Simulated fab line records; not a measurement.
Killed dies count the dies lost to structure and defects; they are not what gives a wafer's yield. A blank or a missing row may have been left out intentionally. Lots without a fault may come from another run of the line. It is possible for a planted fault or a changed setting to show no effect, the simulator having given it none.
Chamber matching    flow nand harc    NHARC_A_SLIT_DEP_25 on pecvd-03: 3 sister chambers
The step deposits SiO2, target thk 200 nm. 6 wafers are shown with their chamber, then 7 later ones without.

## WAFERS WITH THEIR CHAMBER
wafer   chamber  throttle valve pct (%)  heater power w (W)
L930.4  1        16.2                    570
L929.3  1        16.1                    470
L929.5  0        15.1                    632
L932.3  0        15.0                    625
L940.2  2        15.6                    496
L940.4  2        15.4                    510

## WAFERS MISSING THEIR CHAMBER
wafer   throttle valve pct (%)  heater power w (W)
L940.5  15.1                    543
L946.4  15.8                    527
L946.5  15.8                    535
L946.6  15.2                    561
L948.1  15.7                    568
L948.2  15.3                    608
L948.4  15.6                    572

## CHAMBER TAKEN BY EACH
wafer   from the rows above      in truth
L940.5  can't be placed: 0 or 2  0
L946.4  can't be placed: 2 or 1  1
L946.5  can't be placed: 2 or 1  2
L946.6  can't be placed: 0 or 2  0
L948.1  2                        2
L948.2  can't be placed: 0 or 2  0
L948.4  2                        2
Correctly placed: 2 of 7. Cannot be placed on the basis of these rows: 5; the candidates contain the true chamber in 5. Placed wrongly: 0.
How it was worked out, from the rows above alone: a wafer's distance from a chamber is the root of the sum, over the readings, of the square of ((its reading less the chamber's mean) divided by the reading's scatter). If the next closest chamber is less than 2 further off than the closest, the wafer can't be placed; otherwise it belongs to the closest. The mean given for a chamber averages the wafers shown for that chamber. How the scatter is found: for the shown wafers, subtract from each reading the mean of its chamber, square and add these, divide the total by (wafers less chambers), then take the root.
